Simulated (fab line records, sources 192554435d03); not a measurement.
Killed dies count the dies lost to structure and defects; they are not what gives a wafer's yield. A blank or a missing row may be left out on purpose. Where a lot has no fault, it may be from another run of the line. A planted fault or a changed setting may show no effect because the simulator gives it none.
fab line records -- flow n5_finfet -- part 1 of 2: steps 1 to 4 of 6
record lots=23, wafers=69, last_day=20
route steps=1938 shown MOL_CONTACT_COAG@617 BEOL_M0_SAQP@652
lots with no fault: from the same line, run without faults
start_h: hours from the record's first day to the start of the lot's first wafer shown -- wait_h: hours since the lot's step before -- " the same as in the row above -- L1.1+2: a single row standing in for several wafers -- - no value, or no start given -- * or withheld: withheld -- < > ~ a bound
route shown NAME@n: NAME is a module with steps in the file, n the number in the route of the first one -- usual: mean/standard deviation taken from wafers without a fault -- same: alike in all rows -- chamber/n: place in a boat -- sites: the reading at each site -- _std_site: the standard deviation of these -- _edge_site: inner sites' mean taken away from outer sites' mean -- radius_mm: for every site, how far away it sits from the centre of the wafer -- mask NAME#n: copy n -- behind: the most recent tool/chamber to have shaped the wafer -- hold: the reason the lot was held/the length of the hold in hours/how it ended -- device: the n, p or np transistor that did not switch -- end of line: tests of these same wafers at the route's end -- a step given without rows: its recipe and nothing more -- killed: not the wafer's yield, but the dies lost to structure and defects at the first sort -- map: dies across one wafer; x = killed, . = not, _ = none there
set.NAME: the setting that was run; set.NAME@STEP: the one run at that earlier step -- model.NAME: the simulator's own value behind a step, which no gauge read
one table for each step of the route and one row for each wafer, over a sample of lots
services: from which hour (start_h, from the record's first day; less than 0 if before it) a tool's chamber was out of use, for how many hours, and why
## steps
# step N5_MOL_CONTACT_COAG_ETCH_48
# recipe chemistry=C4F6/O2, target_depth_a=150, overetch_a=45, mask_material=SOC, target=SiOC, bias_w=465, pressure_mtorr=10, time_s=17, source_w=335, Ar_flow_sccm=300, C4F6_flow_sccm=10, O2_flow_sccm=10, ion_energy_ev=576
# usual chamber_pressure_mTorr=10.000/0.0085, drypump_motor_current_A=5.6/0.53, oes_product_au=0.71/0.075, rf_vpp_V=1594/17, showerhead_plenum_p_Torr=2.88/0.11, throttle_valve_pct=40.62/0.27
lot.wafer,tool,chamber,start_h,wait_h,chamber_pressure_mTorr,drypump_motor_current_A,oes_product_au,rf_hours_counter_h,rf_vpp_V,showerhead_plenum_p_Torr,throttle_valve_pct
L074.1,rie_diel-03,1,99.78,0.0,9.987,6.5,0.75,27,1609,3.01,40.56
L074.4,rie_diel-03,1,99.78,0.0,10.002,6.5,0.74,-,1607,3.01,40.56
L074.6,rie_diel-03,0,99.78,0.0,9.999,5.5,0.55,-,1587,2.79,40.15
L075.1,rie_diel-03,3,108.47,0.0,9.997,4.9,0.67,183,1600,2.94,41.18
L075.4,rie_diel-03,0,108.47,0.0,10.003,5.5,0.61,229,1586,2.79,40.19
L075.5,rie_diel-03,0,108.47,0.0,9.999,5.5,0.58,-,1586,2.79,40.16
L076.2,rie_diel-01,2,115.07,0.0,10.003,5.3,0.74,4,1603,3.03,40.61
L076.3,rie_diel-01,1,115.07,0.0,9.992,5.1,0.76,17,1616,3.02,40.69
L076.5,rie_diel-01,0,115.07,0.0,10.002,5.8,0.67,-,1594,2.87,40.40
L077.1,rie_diel-01,1,120.00,0.0,10.007,5.1,0.79,19,1616,3.02,40.68
L077.4,rie_diel-01,2,120.00,0.0,9.988,5.4,0.80,6,1603,3.03,40.63
L077.5,rie_diel-01,3,120.00,0.0,10.020,6.3,0.78,-,1574,2.80,40.91
L078.1,rie_diel-04,0,120.54,0.0,10.006,5.3,0.74,17,1623,2.79,40.78
L078.4,rie_diel-04,3,120.54,0.0,9.996,6.0,0.58,235,1573,2.70,40.58
L078.6,rie_diel-04,2,120.54,0.0,10.019,6.1,0.67,-,1574,2.87,40.39
L079.4,rie_diel-04,2,130.63,0.0,9.998,6.1,0.68,75,1573,2.87,40.40
L079.5,rie_diel-04,3,130.63,0.0,9.989,6.1,0.59,-,1575,2.70,40.60
L079.6,rie_diel-04,0,130.63,0.0,9.994,5.3,0.78,-,1623,2.79,40.80
L080.2,rie_diel-04,1,142.34,0.0,10.003,5.0,0.76,9,1596,3.01,40.29
L080.3,rie_diel-04,2,142.34,0.0,10.004,6.1,0.67,79,1572,2.87,40.41
L080.6,rie_diel-04,0,142.34,0.0,9.998,5.3,0.74,-,1623,2.79,40.79
L081.1,rie_diel-03,1,142.50,0.0,10.014,6.4,0.69,42,1608,3.01,40.54
L081.4,rie_diel-03,0,142.50,0.0,10.010,5.5,0.59,241,1585,2.79,40.17
L081.5,rie_diel-03,0,142.50,0.0,10.010,5.5,0.58,-,1584,2.78,40.19
L082.1,rie_diel-01,1,148.88,0.0,10.000,5.1,0.79,26,1618,3.02,40.70
L082.5,rie_diel-01,1,148.88,0.0,10.001,5.1,0.78,-,1618,3.02,40.71
L082.6,rie_diel-01,3,148.88,0.0,9.999,6.3,0.79,-,1573,2.79,40.92
L083.1,rie_diel-01,1,157.90,0.0,9.991,5.1,0.76,28,1618,3.02,40.71
L083.4,rie_diel-01,3,157.90,0.0,9.988,6.3,0.77,21,1572,2.79,40.91
L083.6,rie_diel-01,2,157.90,0.0,10.016,5.3,0.79,-,1603,3.02,40.65
L084.2,rie_diel-03,3,162.97,0.0,9.993,4.8,0.63,204,1599,2.93,41.17
L084.3,rie_diel-03,0,162.97,0.0,10.007,5.5,0.57,249,1586,2.78,40.19
L084.5,rie_diel-03,3,162.97,0.0,10.001,4.8,0.62,-,1599,2.93,41.19
L086.1,rie_diel-04,1,174.27,0.0,10.005,5.1,0.77,19,1595,3.00,40.31
L086.4,rie_diel-04,3,174.27,0.0,10.009,6.0,0.63,247,1572,2.69,40.62
L086.5,rie_diel-04,2,174.27,0.0,10.007,6.1,0.68,-,1573,2.87,40.41
L085.3,rie_diel-04,3,175.75,0.0,9.996,6.1,0.56,248,1572,2.69,40.59
L085.4,rie_diel-04,1,175.75,0.0,9.999,5.1,0.75,20,1596,3.00,40.32
L085.5,rie_diel-04,1,175.75,0.0,10.009,5.1,0.73,-,1595,3.00,40.29
L087.4,rie_diel-03,2,182.24,0.0,9.999,5.3,0.66,-,1575,2.72,40.79
L087.5,rie_diel-03,1,182.24,0.0,10.005,6.5,0.76,-,1606,3.00,40.59
L087.6,rie_diel-03,2,182.24,0.0,10.001,5.3,0.67,-,1573,2.72,40.80
L089.3,rie_diel-04,1,192.32,0.0,9.989,5.0,0.75,27,1595,3.00,40.33
L089.4,rie_diel-04,0,192.32,0.0,10.000,5.3,0.77,-,1623,2.78,40.83
L089.6,rie_diel-04,2,192.32,0.0,9.989,6.1,0.68,-,1572,2.86,40.41
L088.1,rie_diel-01,2,195.86,0.0,10.014,5.3,0.78,25,1602,3.02,40.66
L088.4,rie_diel-01,0,195.86,0.0,9.999,5.7,0.68,100,1593,2.86,40.42
L088.6,rie_diel-01,3,195.86,0.0,9.991,6.3,0.79,-,1571,2.79,40.94
L090.1,rie_diel-03,0,198.43,0.0,10.001,5.5,0.86,6,1585,2.78,40.29
L090.5,rie_diel-03,1,198.43,0.0,9.997,6.5,0.72,-,1607,2.99,40.60
L090.6,rie_diel-03,0,198.43,0.0,10.005,5.5,0.84,-,1584,2.78,40.28
L091.2,rie_diel-03,0,205.81,0.0,10.005,5.5,0.79,9,1586,2.78,40.28
L091.3,rie_diel-03,3,205.81,0.0,10.005,4.9,0.60,210,1599,2.93,41.17
L091.4,rie_diel-03,1,205.81,0.0,10.000,6.5,0.72,72,1606,2.99,40.60
L092.2,rie_diel-03,0,210.72,0.0,9.992,5.5,0.79,11,1585,2.78,40.28
L092.4,rie_diel-03,1,210.72,0.0,10.010,6.5,0.74,74,1605,2.99,40.61
L092.5,rie_diel-03,2,210.72,0.0,9.999,5.3,0.63,-,1575,2.71,40.81
L093.2,rie_diel-04,1,216.14,0.0,9.993,5.0,0.72,37,1596,2.99,40.32
L093.3,rie_diel-04,2,216.14,0.0,9.999,6.1,0.69,105,1571,2.86,40.44
L093.4,rie_diel-04,3,216.14,0.0,10.019,6.0,0.82,5,1597,3.03,40.82
L094.2,rie_diel-04,1,218.19,0.0,9.993,5.1,0.73,38,1594,2.99,40.31
L094.4,rie_diel-04,2,218.19,0.0,9.993,6.1,0.67,106,1571,2.86,40.42
L094.5,rie_diel-04,1,218.19,0.0,10.000,5.0,0.74,-,1595,2.99,40.31
L096.2,rie_diel-03,2,235.32,0.0,9.992,5.3,0.60,225,1575,2.71,40.79
L096.4,rie_diel-03,3,235.32,0.0,9.990,4.8,0.60,220,1598,2.92,41.18
L096.6,rie_diel-03,2,235.32,0.0,10.002,5.3,0.56,-,1574,2.71,40.78
L097.1,rie_diel-04,3,257.73,0.0,9.997,6.0,0.80,21,1600,3.02,40.85
L097.2,rie_diel-04,1,257.73,0.0,10.002,5.0,0.71,52,1595,2.99,40.33
L097.5,rie_diel-04,3,257.73,0.0,9.992,6.0,0.82,-,1598,3.02,40.86
# step N5_MOL_CONTACT_COAG_STRIP_72
# recipe chemistry=N2/H2, power_w=450, temp_c=40, pressure_mtorr=20, rf_frequency_hz=6e+07, overash_fraction=3, bias_power_w=7, h2_frac=0.5, n2_flow_sccm=200, h2_flow_sccm=200
# usual chamber_pressure_mTorr=20.00/0.044, drypump_motor_current_A=5.6/0.53, oes_product_au=0.84/0.09, rf_vpp_V=59.1/2.1, showerhead_plenum_p_Torr=2.57/0.11, throttle_valve_pct=23.61/0.23
lot.wafer,tool,chamber,start_h,wait_h,chamber_pressure_mTorr,drypump_motor_current_A,oes_product_au,rf_hours_counter_h,rf_vpp_V,showerhead_plenum_p_Torr,throttle_valve_pct
L074.1,rie_diel-03,1,99.84,0.0,19.91,6.5,0.94,27,57.2,2.71,23.66
L074.4,rie_diel-03,1,99.84,0.0,19.97,6.5,0.93,-,60.6,2.71,23.64
L074.6,rie_diel-03,0,99.84,0.0,20.06,5.5,0.70,-,57.4,2.50,23.34
L075.1,rie_diel-03,3,108.52,0.0,20.00,4.8,0.73,183,59.0,2.63,24.09
L075.4,rie_diel-03,0,108.52,0.0,20.01,5.5,0.69,229,60.6,2.50,23.38
L075.5,rie_diel-03,0,108.52,0.0,20.00,5.5,0.69,-,59.5,2.50,23.31
L076.2,rie_diel-01,2,115.12,0.0,20.06,5.3,0.96,4,59.9,2.71,23.48
L076.3,rie_diel-01,1,115.12,0.0,20.01,5.1,0.92,17,57.1,2.71,23.58
L076.5,rie_diel-01,0,115.12,0.0,20.02,5.7,0.83,-,61.8,2.56,23.32
L077.1,rie_diel-01,1,120.05,0.0,19.93,5.1,0.92,19,59.4,2.71,23.58
L077.4,rie_diel-01,2,120.05,0.0,20.05,5.3,0.94,6,57.0,2.71,23.46
L077.5,rie_diel-01,3,120.05,0.0,19.94,6.3,0.94,-,58.9,2.50,23.76
L078.1,rie_diel-04,0,120.60,0.0,20.05,5.3,0.93,17,58.6,2.49,23.57
L078.4,rie_diel-04,3,120.60,0.0,20.01,6.1,0.70,235,63.7,2.40,23.70
L078.6,rie_diel-04,2,120.60,0.0,19.91,6.1,0.84,-,58.5,2.56,23.33
L079.4,rie_diel-04,2,130.68,0.0,20.02,6.1,0.83,75,60.4,2.56,23.35
L079.5,rie_diel-04,3,130.68,0.0,20.05,6.1,0.68,-,61.2,2.40,23.71
L079.6,rie_diel-04,0,130.68,0.0,20.00,5.3,0.93,-,60.5,2.49,23.56
L080.2,rie_diel-04,1,142.40,0.0,19.98,5.0,0.92,9,58.5,2.71,23.58
L080.3,rie_diel-04,2,142.40,0.0,20.12,6.1,0.81,79,59.7,2.56,23.38
L080.6,rie_diel-04,0,142.40,0.0,19.99,5.3,0.90,-,58.8,2.49,23.56
L081.1,rie_diel-03,1,142.55,0.0,19.96,6.5,0.89,42,57.1,2.70,23.69
L081.4,rie_diel-03,0,142.55,0.0,20.05,5.5,0.68,241,54.1,2.49,23.38
L081.5,rie_diel-03,0,142.55,0.0,20.02,5.5,0.68,-,60.7,2.49,23.36
L082.1,rie_diel-01,1,148.93,0.0,19.98,5.1,0.91,26,60.1,2.70,23.58
L082.5,rie_diel-01,1,148.93,0.0,20.02,5.1,0.90,-,61.4,2.70,23.58
L082.6,rie_diel-01,3,148.93,0.0,19.98,6.3,0.93,-,60.8,2.49,23.75
L083.1,rie_diel-01,1,157.95,0.0,19.99,5.1,0.90,28,60.0,2.70,23.58
L083.4,rie_diel-01,3,157.95,0.0,20.01,6.3,0.94,21,60.6,2.49,23.75
L083.6,rie_diel-01,2,157.95,0.0,20.01,5.3,0.95,-,61.5,2.71,23.44
L084.2,rie_diel-03,3,163.03,0.0,19.90,4.8,0.73,204,65.5,2.62,24.13
L084.3,rie_diel-03,0,163.03,0.0,19.96,5.5,0.68,249,58.9,2.49,23.38
L084.5,rie_diel-03,3,163.03,0.0,19.91,4.8,0.72,-,59.0,2.62,24.14
L086.1,rie_diel-04,1,174.33,0.0,20.06,5.0,0.90,19,58.8,2.71,23.57
L086.4,rie_diel-04,3,174.33,0.0,19.96,6.0,0.67,247,56.4,2.39,23.75
L086.5,rie_diel-04,2,174.33,0.0,20.00,6.1,0.81,-,55.9,2.56,23.34
L085.3,rie_diel-04,3,175.81,0.0,20.03,6.1,0.67,248,57.2,2.39,23.75
L085.4,rie_diel-04,1,175.81,0.0,20.05,5.0,0.92,20,57.4,2.71,23.59
L085.5,rie_diel-04,1,175.81,0.0,20.03,5.1,0.90,-,66.1,2.71,23.60
L087.4,rie_diel-03,2,182.33,0.1,19.99,5.3,0.71,-,59.0,2.42,23.86
L087.5,rie_diel-03,1,182.33,0.1,20.07,6.5,0.86,-,59.1,2.70,23.69
L087.6,rie_diel-03,2,182.33,0.1,19.96,5.3,0.72,-,59.5,2.42,23.85
L089.3,rie_diel-04,1,192.37,0.0,20.01,5.1,0.88,27,61.8,2.71,23.60
L089.4,rie_diel-04,0,192.37,0.0,19.97,5.3,0.89,-,58.8,2.48,23.60
L089.6,rie_diel-04,2,192.37,0.0,19.93,6.1,0.80,-,59.0,2.55,23.36
L088.1,rie_diel-01,2,195.91,0.0,19.94,5.4,0.90,25,58.1,2.70,23.50
L088.4,rie_diel-01,0,195.91,0.0,20.04,5.8,0.79,100,60.1,2.55,23.40
L088.6,rie_diel-01,3,195.91,0.0,19.99,6.3,0.88,-,57.9,2.49,23.81
L090.1,rie_diel-03,0,198.49,0.0,20.02,5.5,0.96,6,59.3,2.48,23.09
L090.5,rie_diel-03,1,198.49,0.0,19.98,6.5,0.85,-,56.9,2.69,23.72
L090.6,rie_diel-03,0,198.49,0.0,19.97,5.5,0.97,-,56.0,2.48,23.16
L091.2,rie_diel-03,0,205.86,0.0,19.99,5.5,0.94,9,57.4,2.48,23.15
L091.3,rie_diel-03,3,205.86,0.0,20.00,4.8,0.69,210,62.0,2.62,24.10
L091.4,rie_diel-03,1,205.86,0.0,20.01,6.5,0.84,72,59.0,2.69,23.67
L092.2,rie_diel-03,0,210.77,0.0,19.99,5.5,0.95,11,56.5,2.48,23.14
L092.4,rie_diel-03,1,210.77,0.0,20.02,6.5,0.86,74,56.7,2.69,23.74
L092.5,rie_diel-03,2,210.77,0.0,19.99,5.3,0.72,-,62.5,2.42,23.90
L093.2,rie_diel-04,1,216.20,0.0,19.91,5.0,0.87,37,59.1,2.70,23.65
L093.3,rie_diel-04,2,216.20,0.0,19.96,6.1,0.79,105,55.8,2.55,23.39
L093.4,rie_diel-04,3,216.20,0.0,20.01,6.0,0.99,5,61.3,2.71,23.58
L094.2,rie_diel-04,1,218.24,0.0,19.99,5.0,0.86,38,58.7,2.70,23.57
L094.4,rie_diel-04,2,218.24,0.0,19.94,6.1,0.81,106,59.0,2.55,23.41
L094.5,rie_diel-04,1,218.24,0.0,20.04,5.0,0.85,-,62.5,2.70,23.60
L096.2,rie_diel-03,2,235.37,0.0,19.96,5.3,0.71,225,61.4,2.41,23.94
L096.4,rie_diel-03,3,235.37,0.0,20.02,4.8,0.72,220,60.1,2.61,24.13
L096.6,rie_diel-03,2,235.37,0.0,20.07,5.3,0.72,-,61.5,2.41,23.92
L097.1,rie_diel-04,3,257.78,0.0,19.97,6.1,0.92,21,61.6,2.70,23.52
L097.2,rie_diel-04,1,257.78,0.0,19.98,5.0,0.84,52,59.4,2.70,23.62
L097.5,rie_diel-04,3,257.78,0.0,20.00,6.0,0.89,-,60.6,2.70,23.55
# step N5_MOL_CONTACT_COAG_CD_MEAS_101
# recipe target_cd_nm=16
# usual cd_nm=16.00/0.26
lot.wafer,tool,chamber,start_h,wait_h,cd_nm
L074.1,cd_sem-02,-,100.07,0.0,16.29
L074.4,cd_sem-02,-,100.07,0.0,16.12
L074.6,cd_sem-02,-,100.07,0.0,16.14
L075.1,cd_sem-02,-,108.75,0.0,16.20
L075.4,cd_sem-02,-,108.75,0.0,16.14
L075.5,cd_sem-02,-,108.75,0.0,15.95
L076.2,cd_sem-03,-,115.35,0.0,15.67
L076.3,cd_sem-03,-,115.35,0.0,15.95
L076.5,cd_sem-03,-,115.35,0.0,15.84
L077.1,cd_sem-02,-,120.28,0.0,15.78
L077.4,cd_sem-02,-,120.28,0.0,16.03
L077.5,cd_sem-02,-,120.28,0.0,16.18
L078.1,cd_sem-01,-,120.82,0.0,15.73
L078.4,cd_sem-01,-,120.82,0.0,15.83
L078.6,cd_sem-01,-,120.82,0.0,15.93
L079.4,cd_sem-01,-,130.92,0.0,16.26
L079.5,cd_sem-01,-,130.92,0.0,16.12
L079.6,cd_sem-01,-,130.92,0.0,16.17
L080.2,cd_sem-03,-,142.63,0.0,16.41
L080.3,cd_sem-03,-,142.63,0.0,15.70
L080.6,cd_sem-03,-,142.63,0.0,16.44
L081.1,cd_sem-01,-,142.78,0.0,16.32
L081.4,cd_sem-01,-,142.78,0.0,15.99
L081.5,cd_sem-01,-,142.78,0.0,15.67
L082.1,cd_sem-02,-,149.16,0.0,15.62
L082.5,cd_sem-02,-,149.16,0.0,15.90
L082.6,cd_sem-02,-,149.16,0.0,16.20
L083.1,cd_sem-02,-,158.18,0.0,16.62
L083.4,cd_sem-02,-,158.18,0.0,16.08
L083.6,cd_sem-02,-,158.18,0.0,15.98
L084.2,cd_sem-02,-,163.25,0.0,16.58
L084.3,cd_sem-02,-,163.25,0.0,15.84
L084.5,cd_sem-02,-,163.25,0.0,16.21
L086.1,cd_sem-02,-,174.56,0.0,16.16
L086.4,cd_sem-02,-,174.56,0.0,15.88
L086.5,cd_sem-02,-,174.56,0.0,15.94
L085.3,cd_sem-03,-,176.04,0.0,16.11
L085.4,cd_sem-03,-,176.04,0.0,15.89
L085.5,cd_sem-03,-,176.04,0.0,15.99
L087.4,cd_sem-02,-,182.58,0.0,16.10
L087.5,cd_sem-02,-,182.58,0.0,16.46
L087.6,cd_sem-02,-,182.58,0.0,16.53
L089.3,cd_sem-02,-,192.60,0.0,16.04
L089.4,cd_sem-02,-,192.60,0.0,15.94
L089.6,cd_sem-02,-,192.60,0.0,15.71
L088.1,cd_sem-03,-,196.14,0.0,15.91
L088.4,cd_sem-03,-,196.14,0.0,15.58
L088.6,cd_sem-03,-,196.14,0.0,16.40
L090.1,cd_sem-03,-,198.71,0.0,16.13
L090.5,cd_sem-03,-,198.71,0.0,15.56
L090.6,cd_sem-03,-,198.71,0.0,16.40
L091.2,cd_sem-01,-,206.09,0.0,15.75
L091.3,cd_sem-01,-,206.09,0.0,16.11
L091.4,cd_sem-01,-,206.09,0.0,16.08
L092.2,cd_sem-01,-,211.00,0.0,16.49
L092.4,cd_sem-01,-,211.00,0.0,16.04
L092.5,cd_sem-01,-,211.00,0.0,15.57
L093.2,cd_sem-03,-,216.43,0.0,16.03
L093.3,cd_sem-03,-,216.43,0.0,15.45
L093.4,cd_sem-03,-,216.43,0.0,15.22
L094.2,cd_sem-03,-,218.47,0.0,16.58
L094.4,cd_sem-03,-,218.47,0.0,15.98
L094.5,cd_sem-03,-,218.47,0.0,15.80
L096.2,cd_sem-02,-,235.77,0.0,15.63
L096.4,cd_sem-02,-,235.77,0.0,15.97
L096.6,cd_sem-02,-,235.77,0.0,15.56
L097.1,cd_sem-01,-,258.01,0.0,15.77
L097.2,cd_sem-01,-,258.01,0.0,15.92
L097.5,cd_sem-01,-,258.01,0.0,16.16
# step N5_MOL_CONTACT_COAG_CMP_52
# recipe stop_on=SiO2, t_overpolish_s=1.5, post_cmp_clean=w_dilute_nh4oh, down_force_psi=4, platen_rpm=50.289, pad_velocity_m_s=1.0006, target_thk_nm=66.5
# usual motor_current_A=11.6/1.3, overpolish_run_s=1.499/0.0086, slurry_filter_dp_kPa=13.51/0.13, time_to_endpoint_s=14.4/1.8
lot.wafer,tool,chamber,start_h,wait_h,motor_current_A,overpolish_run_s,slurry_filter_dp_kPa,time_to_endpoint_s
L074.4,cmp-04,2,100.56,0.1,10.3,1.502,13.32,12.8
L074.1,cmp-04,0,100.56,0.1,9.8,1.506,13.47,13.4
L074.6,cmp-04,1,100.56,0.1,13.3,1.499,13.55,13.2
L075.4,cmp-02,0,109.27,0.1,11.4,1.509,13.58,14.3
L075.1,cmp-02,1,109.27,0.1,14.6,1.492,13.55,16.9
L075.5,cmp-02,3,109.27,0.1,13.4,1.498,13.23,15.6
L076.2,cmp-01,0,115.88,0.1,11.0,1.515,13.63,13.1
L076.3,cmp-01,1,115.88,0.1,12.1,1.505,13.65,14.0
L076.5,cmp-01,3,115.88,0.1,11.4,1.502,13.56,9.8
L077.4,cmp-04,3,120.91,0.2,12.3,1.497,13.47,15.2
L077.1,cmp-04,0,120.91,0.2,9.7,1.510,13.40,14.9
L077.5,cmp-04,3,120.91,0.2,12.3,1.494,13.45,15.3
L078.1,cmp-01,0,121.28,0.0,11.1,1.488,13.43,12.7
L078.4,cmp-01,2,121.28,0.0,9.7,1.484,13.38,13.2
L078.6,cmp-01,1,121.28,0.0,11.9,1.503,13.33,12.3
L079.4,cmp-01,3,131.40,0.1,11.2,1.502,13.44,12.4
L079.5,cmp-01,2,131.40,0.1,10.2,1.491,13.49,15.8
L079.6,cmp-01,3,131.40,0.1,10.8,1.506,13.44,15.5
L080.2,cmp-02,2,143.08,0.0,11.5,1.486,13.57,13.7
L080.3,cmp-02,1,143.08,0.0,13.8,1.507,13.53,12.6
L080.6,cmp-02,3,143.08,0.0,12.9,1.508,13.64,15.9
L081.4,cmp-01,1,143.23,0.0,12.0,1.506,13.34,13.3
L081.1,cmp-01,2,143.23,0.0,10.2,1.507,13.56,12.8
L081.5,cmp-01,2,143.23,0.0,9.5,1.499,13.46,15.5
L082.1,cmp-01,1,149.61,0.0,11.9,1.483,13.42,15.8
L082.5,cmp-01,1,149.61,0.0,12.0,1.510,13.45,17.7
L082.6,cmp-01,2,149.61,0.0,9.8,1.506,13.76,19.0
L083.1,cmp-04,3,158.67,0.1,11.7,1.496,13.46,16.1
L083.4,cmp-04,0,158.67,0.1,9.9,1.506,13.42,14.2
L083.6,cmp-04,3,158.67,0.1,11.9,1.486,13.39,15.1
L084.2,cmp-04,2,163.71,0.0,10.2,1.481,13.81,12.1
L084.3,cmp-04,0,163.71,0.0,9.2,1.491,13.67,12.5
L084.5,cmp-04,3,163.71,0.0,12.3,1.495,13.53,15.6
L086.1,cmp-04,1,175.05,0.1,13.9,1.499,13.56,15.2
L086.4,cmp-04,3,175.05,0.1,11.5,1.518,13.59,16.4
L086.5,cmp-04,1,175.05,0.1,13.5,1.492,13.60,14.1
L085.4,cmp-04,2,176.49,0.0,10.5,1.517,13.46,14.6
L085.3,cmp-04,3,176.49,0.0,12.7,1.498,13.40,15.7
L085.5,cmp-04,3,176.49,0.0,12.1,1.480,13.71,16.6
L087.4,cmp-02,1,183.15,0.1,13.3,1.505,13.34,11.6
L087.6,cmp-02,2,183.15,0.1,11.7,1.513,13.41,13.8
L087.5,cmp-02,3,183.15,0.1,12.6,1.491,13.50,14.8
L089.4,cmp-04,3,193.09,0.1,12.2,1.499,13.45,14.4
L089.3,cmp-04,1,193.09,0.1,13.3,1.520,13.47,12.9
L089.6,cmp-04,2,193.09,0.1,10.4,1.509,13.42,13.2
L088.1,cmp-04,3,196.60,0.0,11.9,1.501,13.43,14.1
L088.4,cmp-04,1,196.60,0.0,13.4,1.502,13.66,13.8
L088.6,cmp-04,3,196.60,0.0,11.7,1.487,13.36,15.3
L090.1,cmp-04,2,199.20,0.1,10.6,1.502,13.54,13.6
L090.5,cmp-04,1,199.20,0.1,12.7,1.494,13.49,14.9
L090.6,cmp-04,2,199.20,0.1,10.7,1.496,13.71,18.6
L091.3,cmp-04,3,206.54,0.0,12.0,1.505,13.77,12.7
L091.2,cmp-04,0,206.54,0.0,9.5,1.497,13.57,14.3
L091.4,cmp-04,1,206.54,0.0,13.0,1.506,13.37,11.9
L092.4,cmp-01,2,211.49,0.1,9.9,1.504,13.59,16.2
L092.2,cmp-01,3,211.49,0.1,11.1,1.495,13.64,10.4
L092.5,cmp-01,2,211.49,0.1,10.7,1.496,13.44,12.5
L093.3,cmp-02,0,216.88,0.0,10.7,1.512,13.54,14.9
L093.4,cmp-02,2,216.88,0.0,11.8,1.494,13.50,13.6
L093.2,cmp-02,3,216.88,0.0,13.2,1.505,13.60,17.0
L094.4,cmp-02,0,219.00,0.1,10.9,1.491,13.39,14.2
L094.2,cmp-02,1,219.00,0.1,13.5,1.497,13.42,13.9
L094.5,cmp-02,1,219.00,0.1,14.3,1.507,13.36,13.6
L096.2,cmp-02,1,236.23,0.0,14.6,1.494,13.63,13.4
L096.4,cmp-02,0,236.23,0.0,11.4,1.527,13.47,17.1
L096.6,cmp-02,1,236.23,0.0,14.0,1.508,13.55,15.2
L097.2,cmp-01,3,258.50,0.1,11.3,1.492,13.59,11.0
L097.1,cmp-01,1,258.50,0.1,11.9,1.499,13.51,14.8
L097.5,cmp-01,3,258.50,0.1,10.8,1.504,13.26,12.4
